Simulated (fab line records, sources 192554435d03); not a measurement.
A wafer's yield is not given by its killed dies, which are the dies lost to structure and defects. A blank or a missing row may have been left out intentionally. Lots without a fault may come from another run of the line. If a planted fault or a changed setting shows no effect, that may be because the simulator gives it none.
fab line records	flow n5Finfet
record: lots: 7	wafers: 39
route steps=1938 shown PMOS_HMC_CHANNEL_EPI@64 FIN_SAQP@138 HKMG_FIN@444 BEOL_M0_SAQP@634
startH: the number of hours between the record's first day and the start of the first shown wafer of the lot	waitH: hours elapsed since this lot's preceding step	" identical to the entry in the row above	L1.1+2: several wafers, shown together as one row	- either no value or no given start	* or withheld: withheld	< > ~ a bound
route shown NAME@n: NAME is a module with steps in the file, n the number in the route of the first one	usual: mean/standard deviation taken from wafers without a fault	same: alike in all rows	chamber/n: place in a boat	sites: each site's reading	_std_site: standard deviation across them	_edge_site: inner sites' mean taken away from outer sites' mean	radiusMm: how far each site lies from the wafer's centre	mask NAME#n: copy n	behind: tool/chamber where the wafer was last shaped	hold: the reason the lot was held/the length of the hold in hours/how it ended	device: names the non-switching transistor (n, p or np)	end of line: tests run on the same wafers once the route is complete	a step given without rows: its recipe and nothing more	killed: not the wafer's yield, but the dies lost to structure and defects at the first sort	map: per-die view of a wafer (x killed, . not killed, _ where there is no die)
set.NAME: setting as actually run; set.NAME@STEP: the setting as run at that earlier step	model.NAME: the simulator's own value behind a step, which no gauge read
lots run with intentionally changed settings; tables by step, rows by wafer
== steps ==
step: N5_PMOS_HMC_CHANNEL_EPI_DEVELOP_08
recipe: developTimeS: 30	developer: TMAH	resist: CAR-ArF-block	devTempC: 23	rinseLiquid: diw	dry: airSpin
lot.wafer	tool	chamber	startH	waitH	set.developTimeS
L079.1+5+6	lithoTrack-04	0	-	-	18.49
L079.2+3+4	"	0	"	"	30
L083.1+2+3+4+5+6	lithoTrack-01	0	-	-	30
L085.1+2+6	lithoTrack-04	0	-	-	30
L085.3+4+5	"	0	"	"	16.63
L089.1+5+6	lithoTrack-04	0	-	-	30
L089.2+3+4	"	0	"	"	24.39
L094.1+2+5	lithoTrack-04	0	-	-	17
L094.3+4+6	"	0	"	"	30
L095.1+5+6	lithoTrack-04	0	-	-	30
L095.2+3+4	"	0	"	"	20.87
L096.1+5+6	lithoTrack-03	0	-	-	30
step: N5_PMOS_HMC_CHANNEL_EPI_CD_MEAS_09
recipe: targetCdNm: 237.4	landingEnergyEv: 500	detector: seInlens
usual: cdNm: 237.3/1
lot.wafer	tool	chamber	startH	waitH	set.developTimeS@PMOS_HMC_CHANNEL_EPI_DEVELOP_08	cdNm
L079.1	cdSem-03	0	50.61	-	18.49	234.4
L079.2	"	0	"	"	30	239.0
L079.3	"	0	"	"	30	239.1
L079.4	"	0	"	"	30	238.5
L079.5	"	0	"	"	18.49	235.4
L079.6	"	0	"	"	18.49	234.3
L083.1	cdSem-01	0	72.33	-	30	237.5
L083.2	"	0	"	"	30	237.9
L083.3	"	0	"	"	30	237.2
L083.4	"	0	"	"	30	238.3
L083.5	"	0	"	"	30	236.6
L083.6	"	0	"	"	30	236.7
L085.1	cdSem-02	0	83.05	-	30	234.9
L085.2	"	0	"	"	30	237.1
L085.3	"	0	"	"	16.63	233.7
L085.4	"	0	"	"	16.63	233.2
L085.5	"	0	"	"	16.63	232.2
L085.6	"	0	"	"	30	237.6
L089.1	cdSem-02	0	107.11	-	30	237.7
L089.2	"	0	"	"	24.39	236.7
L089.3	"	0	"	"	24.39	236.0
L089.4	"	0	"	"	24.39	236.5
L089.5	"	0	"	"	30	236.2
L089.6	"	0	"	"	30	237.7
L094.1	cdSem-02	0	137.39	-	17	231.9
L094.2	"	0	"	"	17	234.5
L094.3	"	0	"	"	30	236.5
L094.4	"	0	"	"	30	237.0
L094.5	"	0	"	"	17	233.0
L094.6	"	0	"	"	30	237.2
L095.1	cdSem-02	0	142.87	-	30	238.3
L095.2	"	0	"	"	20.87	236.8
L095.3	"	0	"	"	20.87	234.5
L095.4	"	0	"	"	20.87	236.8
L095.5	"	0	"	"	30	238.6
L095.6	"	0	"	"	30	237.9
L096.1	cdSem-02	0	150.21	-	30	238.2
L096.5	"	0	"	"	30	236.4
L096.6	"	0	"	"	30	236.5
step: N5_PMOS_HMC_CHANNEL_EPI_DESCUM_14
recipe: chemistry: O2	timeS: 7.9	sourcePowerW: 50	biasPowerW: 20	pressureMtorr: 20	rfFrequencyHz: 2.712e+07	tempC: 40	resist: CAR-ArF-block	o2FlowSccm: 225
lot.wafer	tool	chamber	startH	waitH	set.developTimeS@PMOS_HMC_CHANNEL_EPI_DEVELOP_08	model.PMOS_HMC_CHANNEL_EPI.cdNm
L079.1	rieDiel-03	0	50.70	0.0	18.49	234.6
L079.2	"	2	"	"	30	238.9
L079.3	"	1	"	"	30	239
L079.4	"	3	"	"	30	238.3
L079.5	"	0	"	"	18.49	235.4
L079.6	"	3	"	"	18.49	234.7
L083.1	rieDiel-05	2	72.41	0.0	30	237.3
L083.2	"	1	"	"	30	237.8
L083.3	"	3	"	"	30	236.8
L083.4	"	0	"	"	30	238
L083.5	"	0	"	"	30	236
L083.6	"	3	"	"	30	236.6
L085.1	rieDiel-02	1	83.29	0.2	30	234.8
L085.2	"	0	"	"	30	237.3
L085.3	"	3	"	"	16.63	233.3
L085.4	"	2	"	"	16.63	233.4
L085.5	"	3	"	"	16.63	232.1
L085.6	"	0	"	"	30	237.1
L089.1	rieDiel-02	0	107.20	0.0	30	237.6
L089.2+4	"	1,2	"	"	24.39	236.3
L089.3	"	3	"	"	24.39	236.1
L089.5	"	2	"	"	30	236.2
L089.6	"	1	"	"	30	237.3
L094.1	rieDiel-05	0	137.48	0.0	17	231.7
L094.2	"	2	"	"	17	234.1
L094.3	"	1	"	"	30	236.8
L094.4	"	2	"	"	30	237
L094.5	"	1	"	"	17	232.6
L094.6	"	0	"	"	30	237.1
L095.1	rieDiel-05	2	143.43	0.5	30	238.3
L095.2+4	"	1	"	"	20.87	236.9
L095.3	"	0	"	"	20.87	234.6
L095.5	"	2	"	"	30	238.7
L095.6	"	0	"	"	30	237.8
L096.1	rieDiel-05	1	150.30	0.0	30	237.7
L096.5	"	3	"	"	30	236.2
L096.6	"	2	"	"	30	236.5
step: N5_FIN_SAQP_SPACER2_ALD_28
recipe: material: SiO2	targetThkA: 81	tempC: 300	aldPrecursorFamily: BDEAS	aldCoReactant: O2-plasma	pulseTimeS: 1	purgeTimeS: 2	coReactantPurgeTimeS: 2	pressureTorr: 2
lot.wafer	tool	chamber	startH	waitH	set.targetThkA	model.SiO2_of_FIN_SAQP_SPACER2_ALD_28.thkNm
L079.1+3+4	aldSin-04	3,0,1	59.65	0.7	54.44	5.4
L079.2+5+6	"	2,3,2	"	"	81	8
L083.1+2	aldSin-03	0,1	80.16	0.1	81	8
L083.3+5+6	"	3,0,1	"	"	35.53	3.6
L083.4	"	3	"	"	81	8.2
L085.1+3	aldSin-04	2,3	93.70	1.5	81	8
L085.2+6	"	1	"	"	66.36	6.8
L085.4	"	0	"	"	81	8.2
L085.5	"	0	"	"	66.36	6.6
L089.1+4+5	aldSin-02	1,2,0	114.62	0.1	81	8
L089.2+3+6	"	0,3,3	"	"	46.47	4.6
L094.1+2	aldSin-02	3,1	144.97	0.1	38.28	3.8
L094.3	"	0	"	"	38.28	4
L094.4+5	"	2,3	"	"	81	8
L094.6	"	0	"	"	81	8.2
L095.1+3	aldSin-04	0,3	150.65	0.1	41.14	4.2
L095.2+5+6	"	1,3,0	"	"	81	8.2
L095.4	"	2	"	"	41.14	4
L096.1+5	aldSin-03	3,0	157.94	0.1	81	8.2
L096.6	"	1	"	"	81	8
step: N5_FIN_SAQP_SPACER2_ETCHBACK_29
recipe: chemistry: CHF3/O2	mode: anisotropicEtchback	target: SiO2	targetDepthA: 122	timeS: 6.1	pressureMtorr: 30	sourceW: 650	biasW: 170	Ar_flow_sccm: 200	CHF3_flow_sccm: 50	O2_flow_sccm: 5	ionEnergyEv: 200
step: N5_FIN_SAQP_MANDREL2_REMOVE_60
recipe: chemistry: HBr/Cl2/O2	btTimeS: 10	target: a-Si	stopOn: SiNx	endpoint: OES-SiCl	overEtchFrac: 1	icpW: 600	biasW: 22	HBr_flow_sccm: 150	Cl2_flow_sccm: 80	O2_flow_sccm: 5	pressureMtorr: 10
lot.wafer	tool	chamber	startH	waitH	set.targetThkA@FIN_SAQP_SPACER2_ALD_28	model.FIN_SAQP.cdNm
L079.1	rieSi-06	0	60.12	0.1	54.44	5.4
L079.2+6	"	2,0	"	"	81	8
L079.3	"	1	"	"	54.44	5.6
L079.4	"	3	"	"	54.44	5.2
L079.5	"	1	"	"	81	8.2
L083.1+2+4	rieSi-04	1,0,2	80.58	0.1	81	8
L083.3+5	"	3	"	"	35.53	3.6
L083.6	"	0	"	"	35.53	3.4
L085.1+4	rieSi-04	3,0	94.12	0.1	81	8
L085.2	"	1	"	"	66.36	6.8
L085.3	"	2	"	"	81	7.8
L085.5+6	"	0,3	"	"	66.36	6.6
L089.1+4	rieSi-06	2,1	115.03	0.1	81	8
L089.2+6	"	3	"	"	46.47	4.4
L089.3	"	0	"	"	46.47	4.6
L089.5	"	0	"	"	81	8.2
L094.1+2+3	rieSi-03	0,3,1	145.38	0.1	38.28	4
L094.4+5+6	"	2,2,3	"	"	81	8.2
L095.1	rieSi-06	1	151.22	0.1	41.14	4.4
L095.2+5	"	0,2	"	"	81	8
L095.3+4	"	2,0	"	"	41.14	4
L095.6	"	1	"	"	81	8.2
L096.1+5	rieSi-03	2	158.61	0.1	81	8.2
L096.6	"	1	"	"	81	8
step: N5_FIN_SAQP_CD_MEAS_31
recipe: targetCdNm: 8	landingEnergyEv: 1000	detector: seInlens	polarity: line
usual: cdNm: 8.07/0.22
lot.wafer	tool	chamber	startH	waitH	set.targetThkA@FIN_SAQP_SPACER2_ALD_28	cdNm
L079.1	cdSem-03	0	60.23	0.1	54.44	5.41
L079.2	"	0	"	"	81	8.26
L079.3	"	0	"	"	54.44	5.65
L079.4	"	0	"	"	54.44	5.45
L079.5	"	0	"	"	81	8.29
L079.6	"	0	"	"	81	8.07
L083.1	cdSem-01	0	80.69	0.1	81	7.89
L083.2	"	0	"	"	81	7.61
L083.3	"	0	"	"	35.53	3.48
L083.4	"	0	"	"	81	8.14
L083.5	"	0	"	"	35.53	3.56
L083.6	"	0	"	"	35.53	3.55
L085.1	cdSem-01	0	94.22	0.1	81	7.97
L085.2	"	0	"	"	66.36	6.57
L085.3	"	0	"	"	81	7.75
L085.4	"	0	"	"	81	7.94
L085.5	"	0	"	"	66.36	6.51
L085.6	"	0	"	"	66.36	6.43
L089.1	cdSem-03	0	115.14	0.1	81	7.97
L089.2	"	0	"	"	46.47	4.38
L089.3	"	0	"	"	46.47	4.48
L089.4	"	0	"	"	81	8.00
L089.5	"	0	"	"	81	8.11
L089.6	"	0	"	"	46.47	3.87
L094.1	cdSem-01	0	145.49	0.1	38.28	4.11
L094.2	"	0	"	"	38.28	4.13
L094.3	"	0	"	"	38.28	3.96
L094.4	"	0	"	"	81	8.00
L094.5	"	0	"	"	81	8.39
L094.6	"	0	"	"	81	8.41
L095.1	cdSem-01	0	151.33	0.1	41.14	4.09
L095.2	"	0	"	"	81	7.80
L095.3	"	0	"	"	41.14	4.34
L095.4	"	0	"	"	41.14	3.63
L095.5	"	0	"	"	81	7.67
L095.6	"	0	"	"	81	8.60
L096.1	cdSem-01	0	158.72	0.1	81	8.24
L096.5	"	0	"	"	81	7.94
L096.6	"	0	"	"	81	7.83
step: N5_FIN_SAQP_HM_OPEN_33
recipe: chemistry: CH3F/O2	target: SiNx	maskMaterial: SiO2	targetDepthA: 494	timeS: 70.6	pressureMtorr: 30	sourceW: 395	biasW: 73	Ar_flow_sccm: 150	CH3F_flow_sccm: 30	O2_flow_sccm: 20	ionEnergyEv: 120	ends: cleared
lot.wafer	tool	chamber	startH	waitH	set.targetThkA@FIN_SAQP_SPACER2_ALD_28	model.FIN_SAQP.cdNm
L079.1+3	rieDiel-01	1,3	60.58	0.3	54.44	5.6
L079.2+5+6	"	2,3,2	"	"	81	8
L079.4	"	1	"	"	54.44	5.4
L083.1+4	rieDiel-04	1,0	80.98	0.3	81	8
L083.2	"	2	"	"	81	7.8
L083.3	"	3	"	"	35.53	3.6
L083.5+6	"	2,1	"	"	35.53	3.4
L085.1+3+4	rieDiel-01	3,1,0	94.27	0.0	81	8
L085.2	"	2	"	"	66.36	6.8
L085.5+6	"	3,0	"	"	66.36	6.6
L089.1+4+5	rieDiel-01	0,3,0	115.19	0.0	81	8
L089.2+6	"	2,1	"	"	46.47	4.4
L089.3	"	1	"	"	46.47	4.6
L094.1	rieDiel-04	0	145.54	0.0	38.28	4.2
L094.2+3	"	3,1	"	"	38.28	4
L094.4+5	"	2,1	"	"	81	8
L094.6	"	0	"	"	81	8.4
L095.1	rieDiel-04	2	151.37	0.0	41.14	4.4
L095.2+5	"	3	"	"	81	8
L095.3+4	"	1,0	"	"	41.14	4
L095.6	"	2	"	"	81	8.4
L096.1	rieDiel-01	3	158.77	0.0	81	8.4
L096.5+6	"	0,1	"	"	81	8.2
step: N5_FIN_SAQP_ETCH_34
recipe: chemistry: C4F6/O2	target: SiO2	targetDepthA: 450	timeS: 15	ionEnergyEv: 250	pressureMtorr: 30	sourceW: 345	biasW: 185	Ar_flow_sccm: 300	C4F6_flow_sccm: 10	O2_flow_sccm: 10	ends: cleared
step: N5_FIN_SAQP_STRIP_77
recipe: chemistry: N2/H2	timeS: 90	powerW: 100	tempC: 40	pressureMtorr: 100	rfFrequencyHz: 6e+07	biasPowerW: 3	n2FlowSccm: 300	h2FlowSccm: 300
step: N5_FIN_SAQP_HM_CD_35
recipe: targetCdNm: 8	polarity: line
usual: cdNm: 8.12/0.28
lot.wafer	tool	chamber	startH	waitH	set.targetThkA@FIN_SAQP_SPACER2_ALD_28	cdNm
L079.1	cdSem-01	-	60.79	0.1	54.44	5.77
L079.2	"	-	"	"	81	7.81
L079.3	"	-	"	"	54.44	5.47
L079.4	"	-	"	"	54.44	5.41
L079.5	"	-	"	"	81	8.15
L079.6	"	-	"	"	81	8.04
L083.1	cdSem-01	-	81.19	0.1	81	7.95
L083.2	"	-	"	"	81	7.99
L083.3	"	-	"	"	35.53	3.67
L083.4	"	-	"	"	81	7.74
L083.5	"	-	"	"	35.53	3.52
L083.6	"	-	"	"	35.53	3.64
L085.1	cdSem-02	-	94.49	0.1	81	8.36
L085.2	"	-	"	"	66.36	6.70
L085.3	"	-	"	"	81	8.11
L085.4	"	-	"	"	81	7.36
L085.5	"	-	"	"	66.36	6.65
L085.6	"	-	"	"	66.36	6.73
L089.1	cdSem-03	-	115.41	0.1	81	7.58
L089.2	"	-	"	"	46.47	4.24
L089.3	"	-	"	"	46.47	4.68
L089.4	"	-	"	"	81	7.71
L089.5	"	-	"	"	81	7.82
L089.6	"	-	"	"	46.47	3.91
L094.1	cdSem-01	-	145.75	0.1	38.28	4.22
L094.2	"	-	"	"	38.28	3.50
L094.3	"	-	"	"	38.28	3.95
L094.4	"	-	"	"	81	8.10
L094.5	"	-	"	"	81	8.49
L094.6	"	-	"	"	81	8.39
L095.1	cdSem-02	-	151.59	0.1	41.14	4.41
L095.2	"	-	"	"	81	7.77
L095.3	"	-	"	"	41.14	4.11
L095.4	"	-	"	"	41.14	3.76
L095.5	"	-	"	"	81	7.98
L095.6	"	-	"	"	81	7.86
L096.1	cdSem-02	-	158.99	0.1	81	8.24
L096.5	"	-	"	"	81	8.04
L096.6	"	-	"	"	81	7.84
step: N5_FIN_SAQP_ETCH_64
recipe: chemistry: CF4	target: SiO2	targetDepthA: 15	ionEnergyEv: 350	pressureMtorr: 10	icpW: 800	biasW: 400	cf4FlowSccm: 80
step: N5_FIN_SAQP_FIN_ETCH_36
recipe: chemistry: HBr/Cl2/O2	targetDepthA: 1200	maskMaterial: SiNx	timeS: 50.4	biasW: 102	pressureMtorr: 10	icpW: 800	HBr_flow_sccm: 150	Cl2_flow_sccm: 80	O2_flow_sccm: 12
lot.wafer	tool	chamber	startH	waitH	set.targetThkA@FIN_SAQP_SPACER2_ALD_28	model.FIN_SAQP.cdNm
L079.1+4	rieSi-06	1,3	60.86	0.0	54.44	5.4
L079.2	"	0	"	"	81	8.2
L079.3	"	2	"	"	54.44	5.6
L079.5	"	2	"	"	81	8
L079.6	"	1	"	"	81	7.8
L083.1	rieSi-03	0	81.26	0.0	81	8
L083.2	"	3	"	"	81	7.8
L083.3+5	"	2,3	"	"	35.53	3.4
L083.4	"	1	"	"	81	8.2
L083.6	"	0	"	"	35.53	3.2
L085.1+3	rieSi-03	1,3	94.56	0.0	81	8
L085.2	"	0	"	"	66.36	6.8
L085.4	"	2	"	"	81	7.8
L085.5+6	"	1,2	"	"	66.36	6.6
L089.1	rieSi-03	0	115.47	0.0	81	7.8
L089.2+6	"	1	"	"	46.47	4.4
L089.3	"	3	"	"	46.47	4.8
L089.4	"	2	"	"	81	8.2
L089.5	"	0	"	"	81	8
L094.1+3	rieSi-04	0,1	145.82	0.0	38.28	4
L094.2	"	2	"	"	38.28	3.8
L094.4	"	3	"	"	81	8
L094.5	"	3	"	"	81	8.2
L094.6	"	2	"	"	81	8.4
L095.1	rieSi-04	2	151.66	0.0	41.14	4.2
L095.2	"	3	"	"	81	8
L095.3+4	"	1,0	"	"	41.14	4
L095.5	"	1	"	"	81	7.8
L095.6	"	2	"	"	81	8.2
L096.1	rieSi-04	2	159.06	0.0	81	8.4
L096.5	"	1	"	"	81	8
L096.6	"	2	"	"	81	8.2
step: N5_FIN_SAQP_CD_MEAS_37
recipe: targetCdNm: 8	polarity: line
usual: cdNm: 8.10/0.27
lot.wafer	tool	chamber	startH	waitH	set.targetThkA@FIN_SAQP_SPACER2_ALD_28	cdNm
L079.1	cdSem-02	-	60.98	0.1	54.44	5.29
L079.2	"	-	"	"	81	8.10
L079.3	"	-	"	"	54.44	5.50
L079.4	"	-	"	"	54.44	5.14
L079.5	"	-	"	"	81	7.90
L079.6	"	-	"	"	81	7.71
L083.1	cdSem-02	-	81.38	0.1	81	7.97
L083.2	"	-	"	"	81	7.93
L083.3	"	-	"	"	35.53	3.60
L083.4	"	-	"	"	81	8.20
L083.5	"	-	"	"	35.53	3.45
L083.6	"	-	"	"	35.53	3.47
L085.1	cdSem-01	-	94.68	0.1	81	7.88
L085.2	"	-	"	"	66.36	6.52
L085.3	"	-	"	"	81	7.68
L085.4	"	-	"	"	81	7.84
L085.5	"	-	"	"	66.36	6.49
L085.6	"	-	"	"	66.36	6.49
L089.1	cdSem-03	-	115.59	0.1	81	7.73
L089.2	"	-	"	"	46.47	4.44
L089.3	"	-	"	"	46.47	4.90
L089.4	"	-	"	"	81	8.32
L089.5	"	-	"	"	81	7.73
L089.6	"	-	"	"	46.47	4.64
L094.1	cdSem-03	-	145.94	0.1	38.28	3.89
L094.2	"	-	"	"	38.28	3.87
L094.3	"	-	"	"	38.28	3.87
L094.4	"	-	"	"	81	8.14
L094.5	"	-	"	"	81	7.95
L094.6	"	-	"	"	81	8.50
L095.1	cdSem-02	-	151.78	0.1	41.14	4.56
L095.2	"	-	"	"	81	7.68
L095.3	"	-	"	"	41.14	3.73
L095.4	"	-	"	"	41.14	3.87
L095.5	"	-	"	"	81	7.94
L095.6	"	-	"	"	81	8.34
L096.1	cdSem-03	-	159.17	0.1	81	8.41
L096.5	"	-	"	"	81	8.20
L096.6	"	-	"	"	81	8.06
step: N5_HKMG_FIN_ETCH_86
recipe: chemistry: N2/H2	target: SOC	targetDepthA: 3932	stopOn: TiN	ionEnergyEv: 100	biasW: 61	pressureMtorr: 30	sourceW: 850	n2FlowSccm: 200	h2FlowSccm: 200
lot.wafer	tool	chamber	startH	waitH	set.targetDepthA	model.SOC_of_HKMG_FIN_COAT_85.thkNm
L079.1+5	rieDiel-06	1	110.84	-	3932	20.2
L079.2+4+6	"	2,3,2	"	"	3932	15.2
L079.3	"	0	"	"	3932	14.2
L083.1	rieDiel-06	2	131.74	-	3932	15.2
L083.2	"	0	"	"	3932	14.4
L083.3+5	"	3,2	"	"	3011	81.8
L083.4	"	1	"	"	3011	85.8
L083.6	"	1	"	"	3932	20.2
L085.1+2+3	rieDiel-04	1,3,2	144.10	-	4873	8.6
L085.4	"	0	"	"	3932	12.8
L085.5	"	2	"	"	3932	18.8
L085.6	"	1	"	"	3932	20.2
L089.1+4	rieDiel-06	2	165.11	-	3932	15.4
L089.2	"	3	"	"	2768	100
L089.3	"	1	"	"	2768	103.2
L089.5	"	1	"	"	2768	103
L089.6	"	3	"	"	3932	16
L094.1+4	rieDiel-06	2	195.30	-	3932	15.6
L094.2+5	"	0	"	"	3932	15
L094.3+6	"	3	"	"	3932	16.6
L095.1	rieDiel-01	0	201.47	-	3932	15.4
L095.2+3+5	"	1,3,0	"	"	5222	8.6
L095.4	"	3	"	"	3932	13.8
L095.6	"	1	"	"	3932	19.8
L096.1	rieDiel-04	0	209.10	-	3932	13.8
L096.5	"	3	"	"	3932	18
L096.6	"	2	"	"	3932	19.8
step: N5_BEOL_M0_SAQP_HM_DEP_02
recipe: material: TiN	targetThkA: 120	tempC: 25	chamberPressurePa: 0.49996
lot.wafer	tool	chamber	startH	waitH	set.targetThkA	model.TiN_of_BEOL_M0_SAQP_HM_DEP_02.thkNm
L079.1+2+6	pvdSputter-01	-	140.19	0.1	167.7	16.6
L079.3	"	-	"	"	120	12
L079.4+5	"	-	"	"	120	11.8
L083.1+3	pvdSputter-03	-	161.06	0.1	120	12
L083.2+4	"	-	"	"	181.8	18
L083.5	"	-	"	"	181.8	18.2
L083.6	"	-	"	"	120	11.8
L085.1	pvdSputter-02	-	175.06	0.4	120	12.2
L085.2+4	"	-	"	"	71.26	7.2
L085.3	"	-	"	"	120	11.8
L085.5	"	-	"	"	71.26	7.4
L085.6	"	-	"	"	120	12
L089.1+3+4+6	pvdSputter-01	-	195.36	0.1	120	12.2
L089.2	"	-	"	"	120	12
L089.5	"	-	"	"	120	11.8
L094.1+3	pvdSputter-03	-	223.23	1.9	120	12.2
L094.2+5	"	-	"	"	120	12
L094.4+6	"	-	"	"	120	12.4
L095.1+4	pvdSputter-01	-	227.16	0.2	120	12.2
L095.2	"	-	"	"	120	12
L095.3+5+6	"	-	"	"	156.1	15.8
L096.1+5	pvdSputter-01	-	239.10	1.5	120	12
L096.6	"	-	"	"	120	11.8
== key ==
split: step: N5_PMOS_HMC_CHANNEL_EPI_DEVELOP_08	setting: developTimeS	stated: 30	by: wafer
response: step: N5_PMOS_HMC_CHANNEL_EPI_CD_MEAS_09	reading: cdNm	change: +0.0846	per: 1%	r: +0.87
response: step: N5_PMOS_HMC_CHANNEL_EPI_DESCUM_14	reading: model.PMOS_HMC_CHANNEL_EPI.cdNm	change: +0.0853	per: 1%	r: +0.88
split: step: N5_FIN_SAQP_SPACER2_ALD_28	setting: targetThkA	stated: 81	by: wafer
response: step: N5_FIN_SAQP_SPACER2_ALD_28	reading: model.SiO2_of_FIN_SAQP_SPACER2_ALD_28.thkNm	change: +0.0801	per: 1%	r: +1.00
response: step: N5_FIN_SAQP_MANDREL2_REMOVE_60	reading: model.FIN_SAQP.cdNm	change: +0.0803	per: 1%	r: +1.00
response: step: N5_FIN_SAQP_CD_MEAS_31	reading: cdNm	change: +0.081	per: 1%	r: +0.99
response: step: N5_FIN_SAQP_HM_OPEN_33	reading: model.FIN_SAQP.cdNm	change: +0.0793	per: 1%	r: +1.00
response: step: N5_FIN_SAQP_HM_CD_35	reading: cdNm	change: +0.0786	per: 1%	r: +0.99
response: step: N5_FIN_SAQP_FIN_ETCH_36	reading: model.FIN_SAQP.cdNm	change: +0.0807	per: 1%	r: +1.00
response: step: N5_FIN_SAQP_CD_MEAS_37	reading: cdNm	change: +0.0798	per: 1%	r: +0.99
split: step: N5_HKMG_FIN_ETCH_86	setting: targetDepthA	stated: 3932	by: wafer
response: step: N5_HKMG_FIN_ETCH_86	reading: model.SOC_of_HKMG_FIN_COAT_85.thkNm	shape: bent	atLowest: 102.1	atStated: 16.43	atHighest: 8.6
split: step: N5_BEOL_M0_SAQP_HM_DEP_02	setting: targetThkA	stated: 120	by: wafer
response: step: N5_BEOL_M0_SAQP_HM_DEP_02	reading: model.TiN_of_BEOL_M0_SAQP_HM_DEP_02.thkNm	change: +0.119	per: 1%	r: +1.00
